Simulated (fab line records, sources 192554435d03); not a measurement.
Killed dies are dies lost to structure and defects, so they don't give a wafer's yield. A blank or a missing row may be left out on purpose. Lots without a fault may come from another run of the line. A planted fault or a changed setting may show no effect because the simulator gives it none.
Which tool did it? | flow n5_finfet | 10 lots, 30 wafers sampled, at 6 steps of a route of 1938

WHAT THE GAUGES READ, wafer by wafer
N5_MOL_CONTACT_COAG_CD_MEAS_101: target cd 16 nm.
lot  | measured     | on        | cd_nm (nm)
L128 | day 5 11:52  | cd_sem-01 | 16.4 16.0 16.1
L129 | day 5 20:40  | cd_sem-03 | 15.3 15.2 15.4
L130 | day 5 23:23  | cd_sem-02 | 16.2 15.2 16.3
L132 | day 6 08:38  | cd_sem-03 | 16.0 16.0 15.4
L134 | day 7 03:53  | cd_sem-01 | 15.8 15.8 15.7
L142 | day 9 00:31  | cd_sem-03 | 16.4 15.6 15.8
L143 | day 9 03:50  | cd_sem-03 | 15.8 16.0 16.2
L147 | day 10 09:05 | cd_sem-01 | 15.7 15.2 15.8
L148 | day 10 15:05 | cd_sem-01 | 15.3 15.8 16.1
L150 | day 10 21:50 | cd_sem-03 | 15.7 16.1 16.6

N5_MOL_CONTACT_COAG_THK_MEAS_53.
lot  | measured     | on            | VIA_MOL_THK (nm)
L128 | day 5 12:37  | film_metro-02 | 42.5 43.2 43.7
L129 | day 5 21:25  | film_metro-01 | 43.1 44.5 45.1
L130 | day 6 00:07  | film_metro-01 | 44.1 43.7 43.9
L132 | day 6 09:23  | film_metro-01 | 43.4 44.7 45.5
L134 | day 7 04:38  | film_metro-01 | 44.3 44.6 45.4
L142 | day 9 01:15  | film_metro-02 | 34.2 34.7 34.7
L143 | day 9 04:35  | film_metro-01 | 43.6 43.6 44.3
L147 | day 10 09:50 | film_metro-02 | 33.7 34.2 34.4
L148 | day 10 15:52 | film_metro-02 | 43.6 44.5 44.7
L150 | day 10 22:35 | film_metro-01 | 43.9 44.9 44.9

N5_BEOL_M4_RC_MEAS_101.
lot  | measured     | on        | DIBL_N (mV/V)  | DIBL_P (mV/V)  | IOFF_N (nA/um) | IOFF_P (nA/um) | ION_N (uA/um) | ION_P (uA/um) | SS_N (mV/dec)  | SS_P (mV/dec)  | VT_N (mV)   | VT_P (mV)
L128 | day 9 10:38  | prober-02 | 37.8 42.0 34.8 | 36.2 40.1 33.9 | 0.15 0.27 0.13 | 0.21 0.27 0.18 | 666 682 680   | 459 458 468   | 71.6 73.9 71.1 | 72.7 74.7 72.6 | 250 245 252 | -249 -249 -251
L129 | day 10 02:23 | prober-02 | 37.3 33.2 34.2 | 37.3 32.7 34.5 | 0.16 0.11 0.13 | 0.25 0.18 0.20 | 690 685 676   | 480 474 477   | 71.2 70.0 70.5 | 73.6 72.5 72.5 | 248 253 251 | -247 -250 -249
L130 | day 9 21:14  | prober-02 | 35.1 36.8 35.6 | 35.1 37.9 36.8 | 0.14 0.16 0.15 | 0.18 0.22 0.21 | 679 668 680   | 466 460 469   | 71.7 71.1 70.9 | 72.6 74.0 72.8 | 252 253 250 | -252 -251 -249
L132 | day 10 06:55 | prober-02 | 35.6 37.4 34.8 | 35.6 37.6 36.4 | 0.12 0.16 0.13 | 0.20 0.22 0.21 | 653 651 661   | 462 448 462   | 71.6 72.3 70.8 | 72.9 73.5 73.2 | 255 252 253 | -250 -251 -248
L134 | day 10 21:10 | prober-01 | 35.9 37.0 38.1 | 35.8 38.1 38.4 | 0.14 0.17 0.18 | 0.16 0.21 0.22 | 675 661 685   | 454 455 465   | 71.9 71.1 72.2 | 73.2 74.0 74.1 | 254 250 250 | -256 -252 -254
L142 | day 12 19:28 | prober-01 | 36.6 37.8 41.0 | 32.5 34.6 37.7 | 0.13 0.16 0.23 | 0.18 0.22 0.27 | 661 673 677   | 455 457 462   | 71.1 71.8 72.7 | 73.0 74.1 74.2 | 252 247 244 | -254 -249 -249
L143 | day 13 03:19 | prober-01 | 38.8 35.6 38.5 | 40.6 36.4 40.4 | 0.21 0.15 0.21 | 0.29 0.21 0.30 | 670 656 670   | 462 456 467   | 72.3 71.5 72.9 | 74.8 72.8 74.9 | 247 253 245 | -244 -249 -247
L147 | day 14 07:06 | prober-01 | 37.4 37.4 38.9 | 38.4 38.9 38.7 | 0.16 0.17 0.18 | 0.22 0.25 0.24 | 678 667 654   | 468 455 452   | 71.0 71.4 72.4 | 74.4 73.9 74.9 | 251 253 254 | -249 -247 -249
L148 | day 14 14:19 | prober-02 | 38.1 35.2 35.7 | 37.1 34.2 34.4 | 0.19 0.14 0.14 | 0.25 0.19 0.21 | 669 680 678   | 458 466 474   | 71.4 71.2 71.6 | 73.8 72.6 73.6 | 249 251 249 | -248 -250 -248
L150 | day 14 16:10 | prober-01 | 37.0 36.8 38.7 | 38.4 38.0 39.6 | 0.17 0.17 0.20 | 0.22 0.24 0.26 | 674 676 694   | 467 459 470   | 71.4 72.2 72.2 | 73.3 74.1 73.6 | 251 248 249 | -250 -248 -248

WHICH TOOL RAN EACH LOT (tool, then ch and the chambers of the sampled wafers, then the start)
lot  | N5_MOL_CONTACT_COAG_PECVD_31    | N5_MOL_CONTACT_COAG_ETCHBACK_134   | N5_MOL_CONTACT_COAG_CVD_140
L128 | pecvd-01 ch 0,1,2, day 5 09:06  | rie_diel-04 ch 0,1,3, day 5 11:21  | cvd_w-01 ch 0,1, day 5 11:59
L129 | pecvd-01 ch 0,2, day 5 16:44    | rie_diel-05 ch 0,1,2, day 5 20:10  | cvd_w-02 ch 0,1, day 5 20:48
L130 | pecvd-04 ch 0,1,2, day 5 19:32  | rie_diel-02 ch 0,1,2, day 5 22:52  | cvd_w-01 ch 0,1, day 5 23:31
L132 | pecvd-03 ch 0,2, day 6 05:24    | rie_diel-05 ch 0,1,2, day 6 08:07  | cvd_w-02 ch 0, day 6 08:46
L134 | pecvd-03 ch 1,2, day 7 00:57    | rie_diel-02 ch 0,1,3, day 7 03:20  | cvd_w-01 ch 0,1, day 7 04:06
L142 | pecvd-03 ch 0,1,2, day 8 19:59  | rie_diel-04 ch 1,2, day 9 00:00    | cvd_w-01 ch 0,1, day 9 00:38
L143 | pecvd-01 ch 1,2, day 9 00:57    | rie_diel-04 ch 1,2, day 9 03:20    | cvd_w-02 ch 0,1, day 9 04:03
L147 | pecvd-03 ch 0,1, day 10 06:03   | rie_diel-04 ch 0,2,3, day 10 08:35 | cvd_w-01 ch 0,1, day 10 09:13
L148 | pecvd-01 ch 1, day 10 12:05     | rie_diel-05 ch 1,2,3, day 10 14:35 | cvd_w-02 ch 0,1, day 10 15:14
L150 | pecvd-04 ch 0,1,2, day 10 18:53 | rie_diel-05 ch 0,2,3, day 10 21:20 | cvd_w-02 ch 0,1, day 10 22:03
- N5_MOL_CONTACT_COAG_PECVD_31: deposits SiO2 from TEOS/O2, target thk 46 nm, time 8.9 s.
- N5_MOL_CONTACT_COAG_ETCHBACK_134: etches SiO2 in CHF3, target depth 10 nm, time 6.7 s.
- N5_MOL_CONTACT_COAG_CVD_140: deposits W, target thk 66.5 nm, time 215 s.

WHAT THE TOOLS THEMSELVES READ (means of the sampled wafers that have a number; where no wafer has one, the mark that the record gives instead)
N5_MOL_CONTACT_COAG_ETCHBACK_134.
lot  | tool        | drypump_motor_current_A (A) | oes_product_au (a.u.) | rf_fwd_power_W (W) | rf_vpp_V (V) | showerhead_plenum_p_Torr (Torr) | throttle_valve_pct (%)
L128 | rie_diel-04 | 5.5                         | 0.75                  | 603.4              | 520          | 2.42                            | 18.84
L129 | rie_diel-05 | 5.9                         | 0.71                  | 606.8              | 531          | 2.36                            | 18.85
L130 | rie_diel-02 | 6.0                         | 0.76                  | 602.8              | 528          | 2.41                            | 18.72
L132 | rie_diel-05 | 5.9                         | 0.70                  | 602.3              | 531          | 2.36                            | 18.85
L134 | rie_diel-02 | 5.5                         | 0.72                  | 604.4              | 530          | 2.35                            | 18.75
L142 | rie_diel-04 | 5.8                         | 0.73                  | 602.8              | 519          | 2.34                            | 18.82
L143 | rie_diel-04 | 5.8                         | 0.72                  | 604.6              | 519          | 2.34                            | 18.84
L147 | rie_diel-04 | 5.8                         | 0.73                  | 604.6              | 516          | 2.34                            | 18.74
L148 | rie_diel-05 | 6.0                         | 0.70                  | 602.7              | 527          | 2.35                            | 18.79
L150 | rie_diel-05 | 5.7                         | 0.71                  | 605.7              | 530          | 2.38                            | 18.84

N5_MOL_CONTACT_COAG_CVD_140.
lot  | tool     | heater_power_w (W)
L128 | cvd_w-01 | 439
L129 | cvd_w-02 | 533
L130 | cvd_w-01 | 434
L132 | cvd_w-02 | 456
L134 | cvd_w-01 | 438
L142 | cvd_w-01 | 437
L143 | cvd_w-02 | 490
L147 | cvd_w-01 | 446
L148 | cvd_w-02 | 493
L150 | cvd_w-02 | 500

THE ANSWER, worked out from the rows above alone
Rule: what is usual is taken from the lots themselves. Put in order of their means at a reading, lots are off if they are a third of the lots or fewer, leave a main group of 4 or more, and stand apart from it by a gap of 3 or more times the standard deviation of the main group's means; of several such gaps the widest counts. A main group whose means are all the same, to the digits that the tables above print for the reading, isn't used. A lot without any number at a reading at which 4 lots or more have one is off too. The other lots that the step has rows for count as sound. The gauges are gone through in route order, then the tools' own readings, and for those a lot's mean is taken as printed above. The first step at which some lot is off is used, and at that step the reading that is off furthest; a lot without a number counts as furthest.
Off: L142, L147, at N5_MOL_CONTACT_COAG_THK_MEAS_53 (VIA_MOL_THK). The main group: mean 44.2 nm, standard deviation 0.49.
A tool fits if, at a process step before that reading, it ran every lot that is off, and no sound lot after the first of them. The gauges at N5_MOL_CONTACT_COAG_THK_MEAS_53 are tried like those tools. Can't be told from this: 2 tools fit, pecvd-03 at N5_MOL_CONTACT_COAG_PECVD_31, cvd_w-01 at N5_MOL_CONTACT_COAG_CVD_140.

WHAT THE SIMULATOR HAD PUT IN
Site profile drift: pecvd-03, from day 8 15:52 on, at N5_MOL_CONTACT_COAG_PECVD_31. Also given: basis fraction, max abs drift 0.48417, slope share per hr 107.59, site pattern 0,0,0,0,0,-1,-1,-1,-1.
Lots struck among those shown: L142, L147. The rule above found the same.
